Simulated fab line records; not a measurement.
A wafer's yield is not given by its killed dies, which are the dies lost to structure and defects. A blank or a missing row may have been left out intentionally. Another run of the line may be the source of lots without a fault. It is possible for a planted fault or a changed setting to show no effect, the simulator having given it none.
fab line records	flow nandHarc
record lots=6	wafers=18	lastDay=25
route steps=1159 shown A_CONTACT@927 END@1159
lots that met no fault: from a run of the same line without faults
startH: start of the lot's first displayed wafer, in hours after the record's first day	waitH: hours from the lot's prior step to this one	" unchanged from the row above	L1.1+2: one row covering several wafers at once	- no value present, or no start provided	* or withheld: withheld	< > ~ a bound
route shown NAME@n: names a module that has steps shown in the file, with the first one's number in the route	usual: average and standard deviation across the fault-free wafers	same: alike in all rows	chamber/n: place in a boat	sites: per-site readings	_std_site: the standard deviation of these	_edge_site: outer sites' mean less inner sites'	radiusMm: how far each site lies from the wafer's centre	mask NAME#n: copy n	behind: the tool/chamber that last shaped the wafer	hold: what put the lot on hold/how long, in hours/how the hold closed	device: whichever transistor did not switch (one of n, p or np)	end of line: tests of these same wafers at the route's end	where a step has no rows: the recipe by itself	killed: not the wafer's yield, but the dies lost to structure and defects at the first sort	map: per-die view of a wafer (x killed, . not killed, _ where there is no die)
set.NAME: the setting the step ran with; set.NAME@STEP: the setting that earlier step ran with	model.NAME: the simulator's own value behind a step, which no gauge read
lots at some steps of the route; a table a step, a row a wafer
services: from which hour (startH, from the record's first day; less than 0 if before it) a tool's chamber was out of use, for how many hours, and why
## steps
# step NHARC_A_CONTACT_COAT_86
# recipe tempC=260	timeS=75
# step NHARC_A_CONTACT_COAT_87
# recipe tempC=225	timeS=65
# step NHARC_A_CONTACT_COAT_02
# recipe spinRpm=1500	resistThkNm=90
# step NHARC_A_CONTACT_SOFTBAKE_03
# recipe tempC=105	timeS=55
# step NHARC_A_CONTACT_EBR_04
# step NHARC_A_CONTACT_EXPOSE_05
# recipe na=1.35	sigmaOuter=0.8	doseMj=84.24	maskId=A_CC
# step NHARC_A_CONTACT_PEB_06
# recipe pebTempC=100	pebTimeS=65
# step NHARC_A_CONTACT_DEVELOP_07
# recipe developTimeS=35	devTempC=23
# step NHARC_A_CONTACT_CD_MEAS_08
# recipe targetCdNm=100	landingEnergyEv=500
# usual cdNm=100.3/0.59
lot.wafer	tool	chamber	startH	waitH	cdNm
L959.2	cdSem-03	0	368.56	-	100.1
L959.4	"	0	"	"	100.1
L959.6	"	0	"	"	99.8
L968.1	cdSem-03	0	449.75	-	100.1
L968.2	"	0	"	"	99.3
L968.3	"	0	"	"	99.8
L977.1	cdSem-03	0	490.80	-	101.2
L977.2	"	0	"	"	100.7
L977.3	"	0	"	"	99.5
L976.1	cdSem-03	0	496.24	-	100.3
L976.3	"	0	"	"	100.1
L976.6	"	0	"	"	100.8
L981.2	cdSem-03	0	520.28	-	100.7
L981.3	"	0	"	"	100.6
L981.5	"	0	"	"	101.4
L982.2	cdSem-03	0	529.33	-	99.9
L982.3	"	0	"	"	100.6
L982.6	"	0	"	"	100.5
# step NHARC_A_CONTACT_OVL_MEAS_09
# usual overlayXNm=-0.2/0.84	overlayYNm=0.0/0.89
lot.wafer	tool	chamber	startH	waitH	overlayXNm	overlayYNm
L959.2	overlay-02	-	368.65	-	-0.7	1.1
L959.4	"	-	"	"	-0.3	1.0
L959.6	"	-	"	"	-0.5	1.4
L968.1	overlay-02	-	449.84	-	0.8	0.0
L968.2	"	-	"	"	0.8	0.6
L968.3	"	-	"	"	0.2	-0.1
L977.1	overlay-01	-	490.89	-	-0.9	1.1
L977.2	"	-	"	"	-0.9	1.1
L977.3	"	-	"	"	-1.1	1.0
L976.1	overlay-02	-	496.33	-	0.0	2.7
L976.3	"	-	"	"	0.5	2.3
L976.6	"	-	"	"	0.7	3.0
L981.2	overlay-01	-	520.36	-	-0.6	-0.2
L981.3	"	-	"	"	-0.3	0.4
L981.5	"	-	"	"	-1.0	0.9
L982.2	overlay-02	-	529.41	-	-0.6	-0.8
L982.3	"	-	"	"	-1.0	-1.0
L982.6	"	-	"	"	-0.5	-0.8
# step NHARC_A_CONTACT_INSPECT_10
# usual rawDefectCount=30/14
lot.wafer	tool	chamber	startH	waitH	rawDefectCount
L959.2	defectInspect-02	-	368.68	0.0	33
L959.4	"	-	"	"	26
L959.6	"	-	"	"	48
L968.1	defectInspect-02	-	449.88	0.0	26
L968.2	"	-	"	"	28
L968.3	"	-	"	"	27
L977.1	defectInspect-02	-	490.93	0.0	26
L977.2	"	-	"	"	18
L977.3	"	-	"	"	19
L976.1	defectInspect-02	-	496.37	0.0	33
L976.3	"	-	"	"	42
L976.6	"	-	"	"	33
L981.2	defectInspect-01	-	520.40	0.0	46
L981.3	"	-	"	"	39
L981.5	"	-	"	"	38
L982.2	defectInspect-01	-	529.45	0.0	40
L982.3	"	-	"	"	39
L982.6	"	-	"	"	46
# step NHARC_A_CONTACT_DESCUM_13
# recipe timeS=3	o2FlowSccm=200	arFlowSccm=0	biasPowerW=0	chemistry=O2
# usual drypumpMotorCurrentA=5.6/0.53	oesProductAu=1.005/0.012	rfVppV=57.6/0.93	showerheadPlenumPTorr=1.89/0.07	throttleValvePct=11.309/0.009
lot.wafer	tool	chamber	startH	waitH	drypumpMotorCurrentA	oesProductAu	rfHoursCounterH	rfVppV	showerheadPlenumPTorr	throttleValvePct
L959.2	rieDiel-03	1	368.74	0.1	4.9	1.011	50	58.6	1.94	11.304
L959.4	"	2	"	"	5.2	1.009	55	57.5	1.96	11.309
L959.6	"	2	"	"	5.2	1.012	-	57.8	1.96	11.313
L968.1	rieDiel-12	3	450.29	0.4	5.3	0.997	24	58.3	1.93	11.320
L968.2	"	0	"	"	5.6	1.005	24	57.7	1.94	11.309
L968.3	"	1	"	"	5.9	1.015	24	55.6	1.82	11.302
L977.2	rieDiel-12	1	491.00	0.1	5.9	0.999	39	57.9	1.82	11.313
L977.1	"	2	"	"	6.1	1.003	38	57.9	1.99	11.314
L977.3	"	3	"	"	5.3	1.002	35	58.7	1.93	11.303
L976.1	rieDiel-10	1	496.44	0.1	6.7	1.018	25	57.8	1.86	11.313
L976.3	"	2	"	"	5.3	1.020	24	55.5	1.77	11.309
L976.6	"	0	"	"	5.3	1.019	-	60.5	1.96	11.304
L981.2	rieDiel-12	0	520.47	0.1	5.6	1.000	52	57.4	1.93	11.292
L981.3	"	1	"	"	5.9	0.998	49	57.9	1.82	11.314
L981.5	"	3	"	"	5.3	1.003	-	58.6	1.92	11.316
L982.3	rieDiel-10	3	529.53	0.1	5.5	0.993	31	56.8	1.80	11.319
L982.2	"	0	"	"	5.3	1.023	30	57.0	1.96	11.311
L982.6	"	2	"	"	5.3	1.017	-	56.8	1.77	11.292
# step NHARC_A_CONTACT_ETCH_88
# recipe targetDepthA=390	overEtchFrac=0.3	timeS=65	ionEnergyEv=80	cf4FlowSccm=150	arFlowSccm=0	rfW=300	biasW=100	chemistry=CF4
# usual biasW=100.0/0.32	cf4FlowSccm=150.0/0.53	drypumpMotorCurrentA=5.6/0.51	oesProductAu=1.006/0.012	rfVppV=151.0/1.1	showerheadPlenumPTorr=1.74/0.06	throttleValvePct=13.283/0.0086
lot.wafer	tool	chamber	startH	waitH	biasW	cf4FlowSccm	drypumpMotorCurrentA	oesProductAu	rfHoursCounterH	rfVppV	showerheadPlenumPTorr	throttleValvePct
L959.4	rieDiel-03	0	368.84	0.1	100.4	150.6	5.1	1.026	53	150.6	1.75	13.275
L959.2	"	1	"	"	100.7	150.2	4.9	1.009	50	152.3	1.79	13.277
L959.6	"	2	"	"	99.9	151.0	5.2	1.014	-	152.4	1.81	13.291
L968.2	rieDiel-12	0	450.60	0.3	99.9	149.6	5.6	0.998	24	151.2	1.79	13.280
L968.1	"	1	"	"	99.7	149.9	5.9	1.004	24	150.5	1.69	13.292
L968.3	"	2	"	"	100.7	150.0	6.1	0.985	24	151.7	1.84	13.286
L977.3	rieDiel-12	0	491.07	0.1	99.8	149.5	5.6	1.011	38	150.9	1.79	13.278
L977.1	"	2	"	"	100.3	148.7	6.1	0.978	38	151.8	1.83	13.284
L977.2	"	3	"	"	100.0	149.9	5.3	0.990	35	151.6	1.78	13.287
L976.3	rieDiel-10	1	496.52	0.1	-	-	-	-	-	-	-	-
L976.1	"	0	"	"	-	-	-	-	-	-	-	-
L976.6	"	2	"	"	-	-	-	-	-	-	-	-
L981.3	rieDiel-12	0	520.60	0.1	-	-	-	-	-	-	-	-
L981.2	"	1	"	"	-	-	-	-	-	-	-	-
L981.5	"	1	"	"	-	-	-	-	-	-	-	-
L982.3	rieDiel-10	2	529.60	0.1	99.6	150.3	5.3	1.006	30	149.1	1.64	13.255
L982.2	"	1	"	"	100.4	150.4	6.7	1.016	31	150.8	1.72	13.286
L982.6	"	2	"	"	99.8	150.6	5.3	1.019	-	150.4	1.64	13.275
# step NHARC_A_CONTACT_ETCH_89
# recipe targetDepthA=2600	overEtchFrac=0.3	timeS=475.3	ionEnergyEv=200	n2FlowSccm=150	h2FlowSccm=150	arFlowSccm=0	rfW=400	biasW=150	chemistry=N2/H2
# usual biasW=149.9/0.44	chamberPressureMTorr=30.003/0.026	drypumpMotorCurrentA=5.6/0.52	oesProductAu=1.006/0.013	rfVppV=429.7/2.3	showerheadPlenumPTorr=2.00/0.076	throttleValvePct=14.172/0.009
lot.wafer	tool	chamber	startH	waitH	biasW	chamberPressureMTorr	drypumpMotorCurrentA	oesProductAu	rfHoursCounterH	rfVppV	showerheadPlenumPTorr	throttleValvePct
L959.4	rieDiel-03	0	-	-	150.1	30.049	5.1	1.014	53	431.1	2.02	14.168
L959.2	"	1	"	"	150.0	30.000	4.9	1.001	50	431.9	2.07	14.175
L959.6	"	3	"	"	149.1	29.987	6.1	1.018	-	429.8	2.01	14.185
L968.3	rieDiel-12	2	-	-	150.1	30.042	6.1	0.979	24	433.8	2.13	14.172
L968.2	"	3	"	"	150.1	29.956	5.3	0.993	24	431.8	2.06	14.160
L968.1	"	0	"	"	150.2	30.023	5.6	1.004	24	431.0	2.07	14.187
L977.1	rieDiel-12	3	-	-	150.2	29.997	5.3	0.997	35	432.2	2.06	14.181
L977.3	"	0	"	"	149.9	30.003	5.6	0.998	39	430.1	2.07	14.196
L977.2	"	1	"	"	150.3	29.946	5.9	0.991	39	428.9	1.94	14.161
L976.3	rieDiel-10	3	496.64	0.1	149.6	30.031	5.5	1.003	26	427.3	1.92	14.183
L976.1	"	1	"	"	149.8	30.018	6.8	1.019	25	430.2	1.98	14.172
L976.6	"	2	"	"	150.6	30.033	5.4	1.027	-	426.2	1.88	14.160
L981.3	rieDiel-12	0	520.69	0.1	149.8	30.010	5.6	0.997	52	431.2	2.06	14.183
L981.2	"	1	"	"	150.4	29.968	5.9	0.993	49	428.2	1.93	14.174
L981.5	"	1	"	"	150.2	30.001	5.9	0.980	-	427.0	1.93	14.169
L982.3	rieDiel-10	3	-	-	150.6	30.020	5.5	0.988	31	427.0	1.91	14.154
L982.2	"	0	"	"	149.8	30.002	5.3	1.007	30	431.6	2.09	14.170
L982.6	"	3	"	"	150.3	29.993	5.5	0.984	-	427.3	1.91	14.167
# step NHARC_END_SORT_01
# recipe tempC=25
# usual killedAtArray=28/11	killedAtOther=0.5/0.87	killedAtPeriphery=2.9/2.2	killedDies=32/11	killedOpen=3.2/1.9	killedShort=1.8/1.4
# same grossDies=677
lot.wafer	tool	chamber	startH	waitH	killedAtArray	killedAtOther	killedAtPeriphery	killedDies	killedOpen	killedShort
L959.2	prober-02	0	430.41	2.8	26	1	0	27	3	1
L959.4	prober-02	0	432.01	3.4	25	0	0	25	2	1
L959.6	prober-02	0	433.62	4.0	37	0	2	39	2	1
L968.1	prober-01	0	508.53	2.5	28	0	9	37	5	3
L968.2	prober-01	0	509.32	2.8	34	0	3	37	2	4
L968.3	prober-01	0	510.10	3.1	25	0	5	30	3	2
L977.1	prober-01	0	542.97	2.5	23	0	5	28	2	2
L977.2	prober-01	0	543.77	2.8	21	0	3	24	3	2
L977.3	prober-01	0	544.57	3.1	21	2	7	30	4	2
L976.1	prober-01	0	558.58	2.5	674	0	3	677	3	4
L976.3	prober-01	0	560.17	3.1	675	0	2	677	3	0
L976.6	prober-01	0	562.55	4.0	674	0	3	677	0	0
L981.2	prober-02	0	570.37	2.8	675	1	1	677	0	2
L981.3	prober-02	0	571.18	3.1	675	0	2	677	3	5
L981.5	prober-02	0	572.80	3.7	674	0	3	677	2	1
L982.2	prober-01	0	585.27	2.8	44	1	3	48	4	1
L982.3	prober-01	0	586.09	3.1	36	0	1	37	5	0
L982.6	prober-01	0	588.56	4.1	44	2	4	50	2	6
# killed by level:class
L959.2 A_SLIT:chamberFilmFlake=19 A_CONTACT:chamberFilmFlake=4 A_ONON_D1:geometricParticle:open=1 A_ONON_D1:geometricParticle:short=1 A_CONTACT:geometricParticle:open=1 STARTING-WAFER:geometricParticle:open=1
L959.4 A_SLIT:chamberFilmFlake=19 A_CHANNEL_HOLE_D1:geometricParticle:open=1 A_CHANNEL_FILL_D1:geometricParticle:short=1 A_SGD_CUT:geometricParticle:open=1 A_ZERO_WELL:chamberFilmFlake=1 A_CHANNEL_HOLE_D1:chamberFilmFlake=1 A_CONTACT:chamberFilmFlake=1
L959.6 A_SLIT:chamberFilmFlake=25 A_WL_FILL:chamberFilmFlake=4 A_CHANNEL_HOLE_D1:chamberFilmFlake=3 A_CONTACT:chamberFilmFlake=2 P_M1:geometricParticle:open=1 A_ONON_D1:geometricParticle:short=1 A_CONTACT:geometricParticle:open=1 P_GATE:chamberFilmFlake=1
L968.1 A_SLIT:chamberFilmFlake=13 P_M2:chamberFilmFlake=6 A_CHANNEL_HOLE_D1:chamberFilmFlake=3 A_CONTACT:chamberFilmFlake=3 A_STAIRCASE:chamberFilmFlake=2 A_M1:chamberFilmFlake=2 P_GATE:geometricParticle:open=1 P_CONTACT:geometricParticle:open=1
L968.2 A_SLIT:chamberFilmFlake=12 A_CHANNEL_HOLE_D1:chamberFilmFlake=5 A_STAIRCASE:chamberFilmFlake=5 A_CONTACT:chamberFilmFlake=4 A_ONON_D1:geometricParticle:short=3 A_M1:chamberFilmFlake=3 P_M0:geometricParticle:open=1 A_CHANNEL_FILL_D1:geometricParticle:short=1
L968.3 A_SLIT:chamberFilmFlake=12 A_CHANNEL_HOLE_D1:chamberFilmFlake=4 A_STAIRCASE:chamberFilmFlake=3 P_STI:chamberFilmFlake=2 P_CONTACT:geometricParticle:open=1 P_M0:geometricParticle:open=1 A_WL_FILL:geometricParticle:short=1 A_BLC:geometricParticle:short=1
L977.1 A_CHANNEL_HOLE_D1:chamberFilmFlake=11 A_STAIRCASE:chamberFilmFlake=5 A_CONTACT:chamberFilmFlake=4 P_GATE:chamberFilmFlake=2 P_M1:geometricParticle:open=1 A_SOURCE_PLATE:geometricParticle:open=1 A_CHANNEL_HOLE_D1:geometricParticle:short=1 A_CONTACT:geometricParticle:short=1
L977.2 A_CHANNEL_HOLE_D1:chamberFilmFlake=11 A_CONTACT:chamberFilmFlake=4 A_BLC:geometricParticle:short=2 P_GATE:chamberFilmFlake=2 P_CONTACT:geometricParticle:open=1 A_CONTACT:geometricParticle:open=1 A_BLC:geometricParticle:open=1 A_CHANNEL_FILL_D1:chamberFilmFlake=1
L977.3 A_CHANNEL_HOLE_D1:chamberFilmFlake=10 P_GATE:chamberFilmFlake=5 A_CONTACT:chamberFilmFlake=3 THIN_TSV:chamberFilmFlake=2 P_GATE:geometricParticle:open=1 P_CONTACT:geometricParticle:open=1 A_WL_FILL:geometricParticle:short=1 A_CONTACT:geometricParticle:open=1
L976.1 A_CONTACT:areaEtch=643 A_SLIT:chamberFilmFlake=15 A_CHANNEL_HOLE_D1:chamberFilmFlake=7 A_CONTACT:chamberFilmFlake=3 A_CHANNEL_FILL_D1:geometricParticle:short=2 A_WL_FILL:geometricParticle:short=2 P_CONTACT:geometricParticle:open=1 P_M2:geometricParticle:open=1
L976.3 A_CONTACT:areaEtch=634 A_SLIT:chamberFilmFlake=21 A_CHANNEL_HOLE_D1:chamberFilmFlake=10 A_CONTACT:chamberFilmFlake=5 A_STAIRCASE:chamberFilmFlake=2 A_WL_FILL:chamberFilmFlake=2 P_CONTACT:geometricParticle:open=1 P_M0:geometricParticle:open=1
L976.6 A_CONTACT:areaEtch=646 A_SLIT:chamberFilmFlake=17 A_CHANNEL_HOLE_D1:chamberFilmFlake=6 A_STAIRCASE:chamberFilmFlake=3 P_STI:chamberFilmFlake=2 A_WL_FILL:chamberFilmFlake=2 P_GATE:chamberFilmFlake=1
L981.2 A_CONTACT:areaEtch=637 A_SLIT:chamberFilmFlake=19 A_CHANNEL_HOLE_D1:chamberFilmFlake=8 A_STAIRCASE:chamberFilmFlake=4 A_BONDPAD:chamberFilmFlake=4 A_CONTACT:chamberFilmFlake=2 P_M1:geometricParticle:short=1 A_SOURCE_PLATE:geometricParticle:short=1
L981.3 A_CONTACT:areaEtch=641 A_SLIT:chamberFilmFlake=17 A_CHANNEL_HOLE_D1:chamberFilmFlake=5 A_STAIRCASE:chamberFilmFlake=2 A_CONTACT:chamberFilmFlake=2 A_BONDPAD:chamberFilmFlake=2 P_ZERO_WELL:geometricParticle:open=1 P_CONTACT:geometricParticle:short=1
L981.5 A_CONTACT:areaEtch=646 A_SLIT:chamberFilmFlake=12 A_CHANNEL_HOLE_D1:chamberFilmFlake=4 A_STAIRCASE:chamberFilmFlake=4 A_CONTACT:chamberFilmFlake=3 A_BONDPAD:chamberFilmFlake=3 P_STI:geometricParticle:short=1 P_CONTACT:geometricParticle:open=1
L982.2 A_SLIT:chamberFilmFlake=18 A_CHANNEL_HOLE_D1:chamberFilmFlake=10 A_CONTACT:chamberFilmFlake=5 A_STAIRCASE:chamberFilmFlake=3 A_M0:geometricParticle:open=2 P_STI:chamberFilmFlake=2 A_SGD_CUT:chamberFilmFlake=2 A_WL_FILL:chamberFilmFlake=2
L982.3 A_SLIT:chamberFilmFlake=20 A_CHANNEL_HOLE_D1:chamberFilmFlake=8 A_CONTACT:chamberFilmFlake=3 A_M1:geometricParticle:open=2 P_M2:geometricParticle:open=1 A_CHANNEL_FILL_D1:geometricParticle:open=1 A_SGD_CUT:geometricParticle:open=1 A_WL_FILL:chamberFilmFlake=1
L982.6 A_SLIT:chamberFilmFlake=18 A_CHANNEL_HOLE_D1:chamberFilmFlake=8 A_CONTACT:chamberFilmFlake=5 A_SGD_CUT:chamberFilmFlake=4 A_CONTACT:geometricParticle:open=2 STARTING-WAFER:geometricParticle:short=2 A_STAIRCASE:chamberFilmFlake=2 A_WL_FILL:chamberFilmFlake=2
# map L976.1 (x killed, . not)
____________x____________
_________xxxxxxx_________
_______xxxxxxxxxxx_______
______xxxxxxxxxxxxx______
_____xxxxxxxxxxxxxxx_____
____xxxxxxxxxxxxxxxxx____
____xxxxxxxxxxxxxxxxx____
___xxxxxxxxxxxxxxxxxxx___
___xxxxxxxxxxxxxxxxxxx___
__xxxxxxxxxxxxxxxxxxxxx__
__xxxxxxxxxxxxxxxxxxxxx__
_xxxxxxxxxxxxxxxxxxxxxxx_
_xxxxxxxxxxxxxxxxxxxxxxx_
_xxxxxxxxxxxxxxxxxxxxxxx_
_xxxxxxxxxxxxxxxxxxxxxxx_
_xxxxxxxxxxxxxxxxxxxxxxx_
xxxxxxxxxxxxxxxxxxxxxxxxx
xxxxxxxxxxxxxxxxxxxxxxxxx
xxxxxxxxxxxxxxxxxxxxxxxxx
xxxxxxxxxxxxxxxxxxxxxxxxx
xxxxxxxxxxxxxxxxxxxxxxxxx
_xxxxxxxxxxxxxxxxxxxxxxx_
_xxxxxxxxxxxxxxxxxxxxxxx_
_xxxxxxxxxxxxxxxxxxxxxxx_
_xxxxxxxxxxxxxxxxxxxxxxx_
_xxxxxxxxxxxxxxxxxxxxxxx_
__xxxxxxxxxxxxxxxxxxxxx__
__xxxxxxxxxxxxxxxxxxxxx__
___xxxxxxxxxxxxxxxxxxx___
___xxxxxxxxxxxxxxxxxxx___
____xxxxxxxxxxxxxxxxx____
____xxxxxxxxxxxxxxxxx____
_____xxxxxxxxxxxxxxx_____
______xxxxxxxxxxxxx______
_______xxxxxxxxxxx_______
_________xxxxxxx_________
____________x____________
# map L981.2 (x killed, . not)
____________x____________
_________xxxxxxx_________
_______xxxxxxxxxxx_______
______xxxxxxxxxxxxx______
_____xxxxxxxxxxxxxxx_____
____xxxxxxxxxxxxxxxxx____
____xxxxxxxxxxxxxxxxx____
___xxxxxxxxxxxxxxxxxxx___
___xxxxxxxxxxxxxxxxxxx___
__xxxxxxxxxxxxxxxxxxxxx__
__xxxxxxxxxxxxxxxxxxxxx__
_xxxxxxxxxxxxxxxxxxxxxxx_
_xxxxxxxxxxxxxxxxxxxxxxx_
_xxxxxxxxxxxxxxxxxxxxxxx_
_xxxxxxxxxxxxxxxxxxxxxxx_
_xxxxxxxxxxxxxxxxxxxxxxx_
xxxxxxxxxxxxxxxxxxxxxxxxx
xxxxxxxxxxxxxxxxxxxxxxxxx
xxxxxxxxxxxxxxxxxxxxxxxxx
xxxxxxxxxxxxxxxxxxxxxxxxx
xxxxxxxxxxxxxxxxxxxxxxxxx
_xxxxxxxxxxxxxxxxxxxxxxx_
_xxxxxxxxxxxxxxxxxxxxxxx_
_xxxxxxxxxxxxxxxxxxxxxxx_
_xxxxxxxxxxxxxxxxxxxxxxx_
_xxxxxxxxxxxxxxxxxxxxxxx_
__xxxxxxxxxxxxxxxxxxxxx__
__xxxxxxxxxxxxxxxxxxxxx__
___xxxxxxxxxxxxxxxxxxx___
___xxxxxxxxxxxxxxxxxxx___
____xxxxxxxxxxxxxxxxx____
____xxxxxxxxxxxxxxxxx____
_____xxxxxxxxxxxxxxx_____
______xxxxxxxxxxxxx______
_______xxxxxxxxxxx_______
_________xxxxxxx_________
____________x____________
## services
tool	chamber	startH	hours	kind
rieDiel-10	-	353.64	9.0	pm
rieDiel-12	0	358.97	-	clean
rieDiel-12	1	358.97	-	clean
rieDiel-12	2	358.97	-	clean
rieDiel-12	3	358.97	-	clean
rieDiel-12	-	379.86	9.0	pm
rieDiel-12	0	379.86	9.0	ventCycle
rieDiel-12	1	379.86	9.0	ventCycle
rieDiel-12	2	379.86	9.0	ventCycle
rieDiel-12	3	379.86	9.0	ventCycle
rieDiel-12	0	388.86	-	clean
rieDiel-12	1	388.86	-	clean
rieDiel-12	1	388.86	-	consumableReplace:focusRing
rieDiel-12	2	388.86	-	clean
rieDiel-12	3	388.86	-	clean
rieDiel-03	-	392.39	9.0	pm
rieDiel-12	0	413.45	-	clean
rieDiel-12	1	413.45	-	clean
rieDiel-10	0	425.60	8.0	repair
rieDiel-03	-	473.82	0.5	repair
rieDiel-10	2	474.83	1.8	repair
rieDiel-12	3	484.72	6.2	repair
rieDiel-10	1	490.87	4.7	repair
rieDiel-12	-	512.10	4.3	repair
## key
firstSign step=NHARC_A_CONTACT_ETCH_88	reading=toolRecord	direction=missing
effect step=NHARC_END_SORT_01	reading=killedAtArray	direction=up	sigmas=59	usual=28	struck=674
moreKillsBornAt NHARC_A_CONTACT_ETCH_88@rieDiel-12=1924	NHARC_A_CONTACT_ETCH_88@rieDiel-10=1923
metAt NHARC_A_CONTACT_ETCH_88
struckWafers L976.1,L976.3,L976.6,L981.2,L981.3,L981.5
laterRowsLeftOut L976.1,L976.3,L976.6,L981.2,L981.3,L981.5
testerLeftOut L976,L981
onsetBetween 491.07 496.52
fault kind=skippedStepWhole	tool=rieDiel-10,rieDiel-12	chamber=-	onsetH=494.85	steps=NHARC_A_CONTACT_ETCH_88	scope=struckLotsOnly
# testerLeftOut: of these lots the tester's yield and bins aren't shown, on N5 and GAA mostly nor the transistor test; their killed dies are dies lost to structure and defects alone, not to doping, threshold or leakage, so they don't give the yield
# laterRowsLeftOut: the simulator's readings of these wafers behind a module that went badly wrong aren't trusted and aren't shown, but for the sort
